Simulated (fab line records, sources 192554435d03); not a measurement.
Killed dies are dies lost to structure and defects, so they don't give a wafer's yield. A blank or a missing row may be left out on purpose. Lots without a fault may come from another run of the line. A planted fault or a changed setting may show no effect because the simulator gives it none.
fab line records | flow n5_finfet
record lots=24 wafers=72 last_day=20
route steps=1938 shown BEOL_M10@1471 BEOL_M11@1536
lots that met no fault: from a run of the same line without faults
start_h: hours from the record's first day to the start of the lot's first wafer shown | wait_h: hours since the lot's step before | " the same as in the row above | L1.1+2: a row that stands for several wafers | - no value, or no start given | * or withheld: withheld | < > ~ a bound
route shown NAME@n: a module of which the file shows steps, and the number in the route of the first | usual: mean/standard deviation of fault-free wafers | same: alike in all rows | chamber/n: place in a boat | sites: the reading at each site | _std_site: their standard deviation | _edge_site: outer sites' mean less inner sites' | radius_mm: how far each site lies from the wafer's centre | mask NAME#n: copy n | behind: the tool/chamber that last shaped the wafer | hold: why the lot was held/for how many hours/how that ended | device: the transistor (n, p or np) that didn't switch | end of line: the same wafers' tests at the end of the route | a step without rows: its recipe alone | killed: dies lost to structure and defects at the first sort, not the wafer's yield | map: a wafer's dies, x killed, . not, _ none there
set.NAME: the setting as run; set.NAME@STEP: as run at that earlier step | model.NAME: the simulator's own value behind a step, which no gauge read
steps of the route over a sample of lots; a table a step, a row a wafer
services: from which hour (start_h, from the record's first day; less than 0 if before it) a tool's chamber was out of use, for how many hours, and why
## steps
# step N5_BEOL_M10_CURE_71
# recipe temp_c=385 time_s=240 ambient=He/Ar material=SiCOH_lowk
# usual lamp_power_pct=52.31/0.05 wafer_temp_C_max=386.9/0.81
# columns lot.wafer tool chamber start_h wait_h lamp_power_pct wafer_temp_C_max
L075.1 uv_cure-01 0 257.63 0.0 52.30 387.3
L075.5 " 0 " " 52.28 387.5
L075.6 " 0 " " 52.38 387.2
L074.1 uv_cure-01 1 262.84 0.0 52.32 388.1
L074.2 " 1 " " 52.36 388.9
L074.5 " 1 " " 52.29 387.0
L076.2 uv_cure-01 1 266.45 0.4 52.31 387.2
L076.3 " 1 " " 52.33 386.9
L076.5 " 1 " " 52.30 387.0
L077.1 uv_cure-01 1 281.84 0.3 52.18 387.5
L077.4 " 1 " " 52.35 387.5
L077.5 " 1 " " 52.32 387.8
L078.1 uv_cure-02 0 290.49 0.1 52.31 385.8
L078.5 " 0 " " 52.24 385.9
L078.6 " 0 " " 52.32 386.4
L080.1 uv_cure-01 2 290.60 0.0 52.39 386.0
L080.5 " 2 " " 52.35 385.8
L080.6 " 2 " " 52.29 385.5
L079.1 uv_cure-02 0 292.92 0.0 52.23 386.0
L079.4 " 0 " " 52.26 386.3
L079.5 " 0 " " 52.32 386.1
L081.4 uv_cure-02 1 299.20 0.3 52.41 388.1
L081.5 " 1 " " 52.41 387.2
L081.6 " 1 " " 52.30 387.6
L083.4 uv_cure-01 0 308.62 0.3 52.38 387.2
L083.5 " 0 " " 52.32 387.9
L083.6 " 0 " " 52.33 387.2
L082.2 uv_cure-03 1 316.75 0.1 52.27 388.0
L082.4 " 1 " " 52.28 388.5
L082.5 " 1 " " 52.28 388.7
L086.2 uv_cure-02 0 316.93 0.2 52.32 385.8
L086.4 " 0 " " 52.25 385.5
L086.6 " 0 " " 52.37 385.6
L084.1 uv_cure-01 1 325.04 0.5 52.34 386.8
L084.2 " 1 " " 52.35 387.7
L084.4 " 1 " " 52.37 387.8
L087.3 uv_cure-02 0 327.94 0.2 52.34 386.1
L087.4 " 0 " " 52.36 386.3
L087.6 " 0 " " 52.22 386.1
L089.1 uv_cure-01 1 331.25 0.0 52.32 386.8
L089.3 " 1 " " 52.25 387.0
L089.4 " 1 " " 52.35 388.2
L088.4 uv_cure-03 0 340.48 0.3 52.37 386.8
L088.5 " 0 " " 52.26 387.1
L088.6 " 0 " " 52.34 387.3
L085.2 uv_cure-03 0 340.99 0.1 52.30 387.4
L085.3 " 0 " " 52.36 386.8
L085.5 " 0 " " 52.34 386.7
L091.2 uv_cure-03 2 346.17 0.1 52.27 386.9
L091.4 " 2 " " 52.22 387.0
L091.5 " 2 " " 52.33 387.0
L093.1 uv_cure-02 0 354.16 0.1 52.28 386.3
L093.4 " 0 " " 52.27 385.9
L093.5 " 0 " " 52.35 386.1
L096.2 uv_cure-02 2 365.82 0.1 52.30 386.5
L096.4 " 2 " " 52.32 386.2
L096.6 " 2 " " 52.28 386.3
L092.2 uv_cure-02 2 374.17 0.1 52.33 386.4
L092.4 " 2 " " 52.27 386.6
L092.6 " 2 " " 52.24 386.1
L094.1 uv_cure-03 0 381.88 0.0 52.27 387.2
L094.2 " 0 " " 52.25 386.8
L094.4 " 0 " " 52.26 387.9
L095.3 uv_cure-01 2 390.35 0.4 52.39 386.2
L095.4 " 2 " " 52.33 386.7
L095.6 " 2 " " 52.28 386.1
L090.2 uv_cure-01 2 391.83 0.2 52.30 386.4
L090.4 " 2 " " 52.31 385.7
L090.6 " 2 " " 52.29 386.0
L097.1 uv_cure-01 0 413.76 0.1 52.35 387.9
L097.2 " 0 " " 52.29 386.9
L097.6 " 0 " " 52.28 387.7
# step N5_BEOL_M10_OCD_MEAS_38
# usual trench_depth_nm=148.7/2.8
# columns lot.wafer tool chamber start_h wait_h trench_depth_nm
L075.1 ocd-02 - 263.28 - 151.0
L075.5 " - " " 149.5
L075.6 " - " " 145.9
L074.1 ocd-02 - 266.94 - 149.7
L074.2 " - " " 149.0
L074.5 " - " " 142.4
L076.2 ocd-02 - 272.43 - 150.7
L076.3 " - " " 154.0
L076.5 " - " " 146.6
L077.1 ocd-02 - 287.64 - 146.2
L077.4 " - " " 149.1
L077.5 " - " " 149.0
L078.1 ocd-02 - 297.03 - 150.4
L078.5 " - " " 143.3
L078.6 " - " " 150.0
L080.1 ocd-01 - 297.31 - 152.2
L080.5 " - " " 146.7
L080.6 " - " " 146.4
L079.1 ocd-01 - 297.66 - 148.6
L079.4 " - " " 151.9
L079.5 " - " " 150.7
L081.4 ocd-01 - 303.78 - 149.7
L081.5 " - " " 143.9
L081.6 " - " " 148.4
L083.4 ocd-01 - 311.47 - 147.8
L083.5 " - " " 152.4
L083.6 " - " " 152.3
L086.2 ocd-02 - 322.28 - 144.0
L086.4 " - " " 149.0
L086.6 " - " " 143.8
L082.2 ocd-02 - 322.89 - 147.6
L082.4 " - " " 152.2
L082.5 " - " " 145.7
L084.1 ocd-02 - 328.54 - 148.9
L084.2 " - " " 145.6
L084.4 " - " " 144.6
L089.1 ocd-01 - 335.86 - 147.8
L089.3 " - " " 147.5
L089.4 " - " " 152.5
L087.3 ocd-02 - 336.33 - 149.9
L087.4 " - " " 149.5
L087.6 " - " " 149.0
L088.4 ocd-02 - 344.97 - 153.1
L088.5 " - " " 148.3
L088.6 " - " " 152.0
L085.2 ocd-01 - 345.52 - 144.9
L085.3 " - " " 148.2
L085.5 " - " " 150.0
L091.2 ocd-02 - 351.49 - 148.2
L091.4 " - " " 149.8
L091.5 " - " " 147.1
L093.1 ocd-02 - 356.88 - 150.1
L093.4 " - " " 148.9
L093.5 " - " " 149.8
L096.2 ocd-01 - 370.39 - 142.8
L096.4 " - " " 148.3
L096.6 " - " " 149.2
L092.2 ocd-01 - 381.01 - 147.5
L092.4 " - " " 150.9
L092.6 " - " " 146.9
L094.1 ocd-01 - 386.96 - 143.5
L094.2 " - " " 150.1
L094.4 " - " " 150.7
L095.3 ocd-02 - 393.76 - 146.4
L095.4 " - " " 150.6
L095.6 " - " " 151.8
L090.2 ocd-01 - 395.88 - 149.2
L090.4 " - " " 148.7
L090.6 " - " " 148.7
L097.1 ocd-01 - 419.84 - 152.4
L097.2 " - " " 151.7
L097.6 " - " " 151.7
# step N5_BEOL_M10_SPUTTER_48
# recipe material=Cu target_thk_a=120 temp_c=-20 bias_v=60 power_w=26000 chamber_pressure_pa=0.13 time_s=2
# usual susceptor_temp_C=-20.01/0.1 throttle_valve_pct=29.6/1.5
# columns lot.wafer tool chamber start_h wait_h susceptor_temp_C throttle_valve_pct
L075.1 pvd_sputter-02 - 264.49 0.1 -19.89 27.1
L075.5 " - " " -20.03 26.8
L075.6 " - " " -19.91 29.3
L074.1 pvd_sputter-03 - 269.73 1.3 -20.11 32.3
L074.2 " - " " -20.04 29.4
L074.5 " - " " -19.93 32.5
L076.2 pvd_sputter-01 - 274.97 0.1 -20.09 29.2
L076.3 " - " " -20.12 28.8
L076.5 " - " " -19.96 28.8
L077.1 pvd_sputter-02 - 289.06 0.1 -20.05 30.7
L077.4 " - " " -20.13 31.0
L077.5 " - " " -20.18 29.3
L078.1 pvd_sputter-01 - 298.26 0.1 -19.90 29.7
L078.5 " - " " -20.07 30.7
L078.6 " - " " -20.14 28.6
L080.1 pvd_sputter-01 - 298.90 0.3 -19.89 29.2
L080.5 " - " " -20.10 28.8
L080.6 " - " " -20.12 29.7
L079.1 pvd_sputter-01 - 299.58 0.1 -19.97 29.7
L079.4 " - " " -20.04 29.1
L079.5 " - " " -19.90 28.6
L081.4 pvd_sputter-02 - 306.91 0.1 -20.00 27.0
L081.5 " - " " -20.05 31.3
L081.6 " - " " -19.89 31.3
L083.4 pvd_sputter-03 - 313.31 0.1 -20.10 32.4
L083.5 " - " " -20.11 27.3
L083.6 " - " " -20.04 29.6
L086.2 pvd_sputter-01 - 323.62 0.1 -19.94 28.9
L086.4 " - " " -20.14 29.5
L086.6 " - " " -19.95 29.1
L082.2 pvd_sputter-03 - 325.45 0.1 -19.99 27.2
L082.4 " - " " -20.09 27.3
L082.5 " - " " -19.81 29.8
L084.1 pvd_sputter-02 - 331.65 1.3 -20.01 31.3
L084.2 " - " " -19.99 27.4
L084.4 " - " " -20.07 29.2
L089.1 pvd_sputter-01 - 338.78 1.5 -20.14 29.2
L089.3 " - " " -19.90 30.7
L089.4 " - " " -19.91 28.7
L087.3 pvd_sputter-03 - 338.94 1.4 -20.19 29.7
L087.4 " - " " -19.98 32.5
L087.6 " - " " -20.00 29.5
L088.4 pvd_sputter-02 - 346.79 0.2 -19.78 29.2
L088.5 " - " " -19.96 30.9
L088.6 " - " " -20.01 31.1
L085.2 pvd_sputter-01 - 347.07 0.1 -20.13 28.8
L085.3 " - " " -19.95 29.0
L085.5 " - " " -19.93 29.9
L091.2 pvd_sputter-02 - 354.03 0.1 -19.91 27.1
L091.4 " - " " -20.09 31.1
L091.5 " - " " -20.05 31.4
L093.1 pvd_sputter-01 - 359.82 1.2 -19.79 29.8
L093.4 " - " " -19.91 31.0
L093.5 " - " " -19.83 28.9
L096.2 pvd_sputter-02 - 371.87 0.1 -19.96 31.3
L096.4 " - " " -20.01 31.4
L096.6 " - " " -19.80 31.2
L092.2 pvd_sputter-03 - 382.98 0.1 -20.10 27.3
L092.4 " - " " -19.85 32.3
L092.6 " - " " -19.95 29.8
L094.1 pvd_sputter-02 - 388.24 0.1 -19.94 27.0
L094.2 " - " " -20.10 31.0
L094.4 " - " " -20.12 29.6
L095.3 pvd_sputter-01 - 395.24 0.3 -19.95 29.0
L095.4 " - " " -20.03 28.9
L095.6 " - " " -20.06 31.1
L090.2 pvd_sputter-03 - 397.55 0.1 -20.03 27.3
L090.4 " - " " -20.02 28.3
L090.6 " - " " -20.15 29.6
L097.1 pvd_sputter-02 - 421.96 0.5 -20.08 31.1
L097.2 " - " " -19.88 29.2
L097.6 " - " " -19.95 31.2
# step N5_BEOL_M10_CMP_52
# recipe stop_on=SiCOH_lowk t_overpolish_s=7 down_force_psi=1 platen_rpm=50 clearing_platen_down_force_psi=1.5 clearing_platen_rpm=50 post_cmp_clean=cu_alkaline target_thk_nm=140 clearing_platen_pad_velocity_m_s=0.99484 pad_velocity_m_s=0.99484
# usual barrier_field_endpoint_s=29.0/0.66 motor_current_A=6.1/0.57 overpolish_run_s=7.000/0.009 slurry_filter_dp_kPa=13.49/0.14 time_to_endpoint_s=67.6/2.6
# same t_overpolish_s=7
# columns lot.wafer tool chamber start_h wait_h barrier_field_endpoint_s motor_current_A overpolish_run_s slurry_filter_dp_kPa time_to_endpoint_s
L075.1 cmp-01 2 265.18 0.3 27.7 6.5 6.997 13.52 65.9
L075.5 " 0 " " 28.6 6.9 7.009 13.45 67.3
L075.6 " 1 " " 28.5 6.3 6.990 13.50 66.5
L074.2 cmp-01 3 270.33 0.3 29.1 5.9 6.998 13.49 64.9
L074.1 " 0 " " 28.7 6.7 7.011 13.47 64.6
L074.5 " 2 " " 29.5 6.4 7.007 13.66 66.5
L076.3 cmp-02 2 275.75 0.3 29.2 5.7 7.003 13.42 71.0
L076.2 " 3 " " 30.1 6.0 7.010 13.54 68.4
L076.5 " 1 " " 29.7 5.4 7.006 13.55 66.7
L077.1 cmp-03 2 289.83 0.3 29.8 6.9 6.992 13.57 68.9
L077.4 " 3 " " 29.8 6.5 7.018 13.61 69.5
L077.5 " 1 " " 29.4 5.2 6.989 13.35 66.4
L078.1 cmp-02 1 298.78 0.3 28.7 5.3 7.003 13.46 70.0
L078.5 " 1 " " 30.0 5.1 7.000 13.63 67.8
L078.6 " 2 " " 29.7 6.1 6.991 13.58 70.2
L080.1 cmp-03 2 299.50 0.3 27.9 6.9 7.004 13.52 69.1
L080.6 " 2 " " 28.1 6.9 6.996 13.73 65.3
L080.5 " 3 " " 27.7 6.6 6.986 13.37 67.2
L079.4 cmp-02 3 300.19 0.2 29.2 5.6 7.004 13.48 69.9
L079.1 " 0 " " 29.0 5.7 7.002 13.55 70.4
L079.5 " 1 " " 28.2 5.5 7.018 13.65 64.7
L081.4 cmp-01 2 307.65 0.2 29.5 6.3 7.014 13.76 66.2
L081.6 " 1 " " 28.8 6.4 6.983 13.14 63.6
L081.5 " 2 " " 28.5 6.5 6.993 13.41 68.0
L083.4 cmp-03 0 313.95 0.2 29.8 6.0 6.994 13.52 69.5
L083.6 " 1 " " 29.2 5.3 6.992 13.52 65.4
L083.5 " 2 " " 30.0 7.3 7.001 13.68 67.5
L086.2 cmp-03 2 324.61 0.3 28.4 7.4 7.009 13.35 69.1
L086.4 " 3 " " 29.2 6.7 7.003 13.35 67.9
L086.6 " 1 " " 29.4 5.3 6.995 13.65 70.7
L082.4 cmp-01 3 325.97 0.1 30.0 5.7 6.993 13.42 72.1
L082.2 " 2 " " 29.6 5.9 6.991 13.77 73.5
L082.5 " 3 " " 30.3 5.8 7.012 13.26 70.5
L084.4 cmp-02 0 332.18 0.1 31.0 6.0 7.003 13.63 71.0
L084.1 " 2 " " 29.2 5.8 6.996 13.41 68.1
L084.2 " 3 " " 29.2 6.1 7.003 13.44 68.9
L089.1 cmp-03 1 339.45 0.3 28.0 5.5 6.995 13.32 62.7
L089.3 " 2 " " 28.1 7.0 6.994 13.59 62.0
L089.4 " 3 " " 28.7 6.6 7.000 13.54 63.2
L087.4 cmp-02 1 339.77 0.2 28.9 5.5 7.007 13.56 66.4
L087.3 " 2 " " 29.5 6.1 6.997 13.48 70.4
L087.6 " 1 " " 28.4 5.3 6.991 13.52 63.6
L088.4 cmp-03 2 347.57 0.2 28.8 7.1 7.008 13.56 66.2
L088.5 " 1 " " 29.2 5.2 7.005 13.40 65.5
L088.6 " 2 " " 29.4 6.7 6.986 13.44 69.4
L085.2 cmp-02 0 347.96 0.2 28.7 6.2 6.987 13.66 69.5
L085.3 " 2 " " 29.9 6.4 7.002 13.54 72.1
L085.5 " 0 " " 29.0 5.4 7.007 13.70 65.9
L091.4 cmp-01 1 354.61 0.2 29.0 6.2 7.016 13.66 65.0
L091.2 " 3 " " 28.5 5.8 7.005 13.18 63.9
L091.5 " 0 " " 29.0 6.9 7.001 13.28 64.4
L093.1 cmp-03 1 360.38 0.3 28.2 5.2 6.996 13.47 63.5
L093.4 " 2 " " 27.7 7.3 7.024 13.51 64.1
L093.5 " 0 " " 28.5 6.1 6.991 13.56 67.2
L096.4 cmp-02 1 372.97 0.2 28.7 5.2 6.998 13.35 63.6
L096.2 " 2 " " 29.4 6.1 7.000 13.29 65.3
L096.6 " 1 " " 28.5 5.5 6.999 13.47 66.0
L092.4 cmp-02 0 383.98 0.3 29.6 6.0 6.985 13.42 67.2
L092.2 " 2 " " 29.4 6.0 7.005 13.37 68.8
L092.6 " 3 " " 28.8 6.1 7.000 13.56 68.5
L094.2 cmp-03 3 388.76 0.2 28.0 6.8 6.992 13.55 66.7
L094.1 " 0 " " 28.6 6.2 7.003 13.40 69.9
L094.4 " 2 " " 29.2 6.9 6.990 13.49 67.1
L095.4 cmp-03 0 395.84 0.2 28.9 5.8 6.991 13.34 67.0
L095.3 " 1 " " 28.9 5.3 6.983 13.50 66.6
L095.6 " 3 " " 29.3 6.4 6.988 13.34 65.6
L090.4 cmp-03 1 398.32 0.1 29.1 5.2 6.997 13.51 68.2
L090.2 " 0 " " 28.2 5.8 7.007 13.49 68.6
L090.6 " 2 " " 29.9 7.1 7.003 13.45 70.3
L097.2 cmp-02 3 422.97 0.4 28.5 6.1 7.013 13.36 69.7
L097.1 " 0 " " 28.8 5.9 7.010 13.41 72.6
L097.6 " 2 " " 29.3 5.8 7.014 13.40 70.2
# step N5_BEOL_M10_THK_MEAS_53
# recipe thk_meas_gauge=xrf reads=Cu_of_BEOL_M10_ECD_50
# usual M10_THK=136/3
# columns lot.wafer tool chamber start_h wait_h M10_THK[nm]
L075.1 film_metro-02 - 265.40 - 138
L075.5 " - " " 137
L075.6 " - " " 132
L074.1 film_metro-02 - 270.55 - 137
L074.2 " - " " 135
L074.5 " - " " 129
L076.2 film_metro-01 - 275.97 - 138
L076.3 " - " " 142
L076.5 " - " " 136
L077.1 film_metro-02 - 290.05 - 138
L077.4 " - " " 139
L077.5 " - " " 138
L078.1 film_metro-01 - 299.08 - 138
L078.5 " - " " 132
L078.6 " - " " 139
L080.1 film_metro-01 - 299.80 - 142
L080.5 " - " " 137
L080.6 " - " " 136
L079.1 film_metro-01 - 300.41 - 136
L079.4 " - " " 140
L079.5 " - " " 139
L081.4 film_metro-02 - 307.90 - 139
L081.5 " - " " 132
L081.6 " - " " 136
L083.4 film_metro-01 - 314.13 - 135
L083.5 " - " " 138
L083.6 " - " " 137
L086.2 film_metro-01 - 324.83 - 131
L086.4 " - " " 136
L086.6 " - " " 132
L082.2 film_metro-01 - 326.27 - 134
L082.4 " - " " 138
L082.5 " - " " 132
L084.1 film_metro-02 - 332.47 - 138
L084.2 " - " " 133
L084.4 " - " " 132
L089.1 film_metro-02 - 339.74 - 136
L089.3 " - " " 135
L089.4 " - " " 141
L087.3 film_metro-02 - 340.03 - 139
L087.4 " - " " 137
L087.6 " - " " 137
L088.4 film_metro-02 - 347.83 - 141
L088.5 " - " " 135
L088.6 " - " " 139
L085.2 film_metro-02 - 348.22 - 132
L085.3 " - " " 134
L085.5 " - " " 138
L091.2 film_metro-01 - 354.86 - 135
L091.4 " - " " 137
L091.5 " - " " 135
L093.1 film_metro-01 - 360.64 - 138
L093.4 " - " " 137
L093.5 " - " " 138
L096.2 film_metro-02 - 373.26 - 130
L096.4 " - " " 136
L096.6 " - " " 137
L092.2 film_metro-02 - 384.24 - 137
L092.4 " - " " 142
L092.6 " - " " 135
L094.1 film_metro-01 - 389.06 - 132
L094.2 " - " " 139
L094.4 " - " " 139
L095.3 film_metro-02 - 396.06 - 134
L095.4 " - " " 139
L095.6 " - " " 137
L090.2 film_metro-01 - 398.61 - 136
L090.4 " - " " 136
L090.6 " - " " 135
L097.1 film_metro-02 - 423.18 - 140
L097.2 " - " " 137
L097.6 " - " " 139
# step N5_BEOL_M11_ILD_DEP_00
# recipe material=SiCOH_lowk target_thk_a=3085.1 temp_c=300 precursor=DEMS/porogen pressure_torr=5 rf_w=500 time_s=58
# usual heater_power_w=313/47 showerhead_plenum_p_Torr=5.727/0.015 susceptor_temp_C=300.01/0.18 throttle_valve_pct=13.8/0.66
# columns lot.wafer tool chamber start_h wait_h heater_power_w showerhead_plenum_p_Torr susceptor_temp_C throttle_valve_pct
L075.1 pecvd-03 0 265.60 0.0 338 5.716 299.89 14.5
L075.5 " 2 " " 241 5.719 299.90 12.9
L075.6 " 0 " " 351 5.740 299.94 14.2
L074.1 pecvd-02 1 270.74 0.0 250 5.755 300.07 14.0
L074.2 " 0 " " 318 5.722 300.05 13.9
L074.5 " 1 " " 255 5.768 299.95 14.0
L076.2 pecvd-03 2 276.17 0.0 239 5.722 300.14 13.0
L076.3 " 0 " " 376 5.742 299.95 14.5
L076.5 " 2 " " 239 5.709 300.18 13.1
L077.1 pecvd-03 2 290.25 0.0 248 5.725 300.05 13.1
L077.4 " 1 " " 300 5.731 300.08 14.5
L077.5 " 1 " " 307 5.707 299.95 14.5
L078.1 pecvd-03 1 299.27 0.0 328 5.718 300.08 14.5
L078.5 " 1 " " 337 5.722 299.94 14.7
L078.6 " 0 " " 371 5.737 299.88 14.6
L080.1 pecvd-04 0 299.99 0.0 355 5.740 300.19 14.0
L080.5 " 1 " " 342 5.716 299.97 13.8
L080.6 " 2 " " 267 5.739 299.84 12.3
L079.1 pecvd-04 2 300.61 0.0 323 5.747 299.65 12.5
L079.4 " 0 " " 367 5.738 300.02 14.1
L079.5 " 1 " " 321 5.716 300.13 13.8
L081.4 pecvd-03 0 308.13 0.1 396 5.729 300.03 14.6
L081.5 " 2 " " 259 5.706 300.36 13.1
L081.6 " 1 " " 349 5.724 300.09 14.3
L083.4 pecvd-03 0 314.35 0.1 378 5.735 299.70 14.5
L083.5 " 1 " " 330 5.731 300.28 14.3
L083.6 " 2 " " 224 5.714 299.77 13.0
L086.2 pecvd-04 1 325.04 0.0 283 5.710 300.10 14.0
L086.4 " 0 " " 365 5.727 300.30 14.2
L086.6 " 1 " " 300 5.714 299.90 14.0
L082.2 pecvd-02 2 326.47 0.0 380 5.713 299.99 13.9
L082.4 " 1 " " 221 5.764 300.01 13.9
L082.5 " 2 " " 294 5.717 300.08 13.7
L084.1 pecvd-02 1 332.67 0.0 272 5.744 300.18 14.0
L084.2 " 0 " " 320 5.729 299.92 13.7
L084.4 " 2 " " 347 5.715 299.98 14.0
L089.1 pecvd-03 0 339.94 0.0 344 5.728 300.05 14.3
L089.3 " 1 " " 317 5.714 300.10 14.4
L089.4 " 0 " " 353 5.733 300.09 14.3
L087.3 pecvd-03 0 340.23 0.0 351 5.741 300.09 14.4
L087.4 " 0 " " 363 5.729 299.83 14.5
L087.6 " 1 " " 321 5.717 299.80 14.3
L088.4 pecvd-02 0 348.06 0.1 299 5.725 299.85 13.9
L088.5 " 1 " " 220 5.764 300.37 14.0
L088.6 " 2 " " 347 5.721 299.84 13.7
L085.2 pecvd-04 1 348.42 0.0 340 5.724 299.94 13.4
L085.3 " 0 " " 378 5.744 299.97 13.9
L085.5 " 0 " " 372 5.722 299.94 13.8
L091.2 pecvd-02 1 355.06 0.0 279 5.764 299.84 14.1
L091.4 " 1 " " 280 5.755 300.02 14.0
L091.5 " 2 " " 296 5.729 300.03 14.0
L093.1 pecvd-03 0 360.84 0.0 323 5.744 300.00 14.3
L093.4 " 1 " " 328 5.732 300.01 14.4
L093.5 " 0 " " 329 5.725 299.99 14.7
L096.2 pecvd-03 2 373.46 0.0 245 5.710 299.69 13.1
L096.4 " 0 " " 341 5.732 299.98 14.7
L096.6 " 2 " " 250 5.718 299.85 13.2
L092.2 pecvd-03 1 384.48 0.0 346 5.705 299.88 14.4
L092.4 " 1 " " 339 5.712 300.30 14.4
L092.6 " 2 " " 211 5.723 299.93 13.1
L094.1 pecvd-02 0 389.26 0.0 303 5.735 299.95 13.6
L094.2 " 2 " " 377 5.714 299.62 14.0
L094.4 " 2 " " 379 5.717 299.87 13.9
L095.3 pecvd-04 2 396.26 0.0 327 5.758 299.92 12.6
L095.4 " 2 " " 328 5.743 300.28 12.8
L095.6 " 0 " " 358 5.727 299.89 13.8
L090.2 pecvd-04 2 398.81 0.0 314 5.744 300.01 12.3
L090.4 " 1 " " 304 5.710 300.07 13.9
L090.6 " 0 " " 367 5.736 300.33 13.8
L097.1 pecvd-03 1 423.38 0.0 279 5.717 300.00 14.8
L097.2 " 2 " " 219 5.733 300.03 13.5
L097.6 " 0 " " 400 5.736 299.98 14.5
## services
# columns tool chamber start_h hours kind
cmp-01 - 236.00 6.8 pm
pecvd-02 - 239.97 1.1 repair
pecvd-04 1 245.84 3.8 repair
cmp-01 - 247.27 5.1 repair
uv_cure-03 - 277.14 5.8 repair
cmp-03 - 279.02 0.5 repair
uv_cure-01 - 279.71 2.1 pm
pecvd-03 2 295.39 5.9 repair
cmp-03 - 306.25 2.1 repair
cmp-01 - 313.34 12.6 repair
pecvd-03 - 322.59 2.8 pm
cmp-03 - 342.02 4.0 pm
uv_cure-02 - 344.14 2.8 pm
pvd_sputter-03 - 358.43 1.8 repair
pecvd-03 1 367.19 6.5 repair
pecvd-02 - 370.57 2.9 repair
uv_cure-02 - 380.78 3.4 repair
cmp-02 - 390.77 2.1 repair
uv_cure-02 - 394.71 73.7 repair
cmp-02 - 396.60 0.4 repair
pecvd-03 - 398.89 0.5 repair
pvd_sputter-03 - 400.31 4.1 repair
uv_cure-01 - 414.42 1.3 repair
cmp-02 - 415.64 1.0 repair
## key
fault none
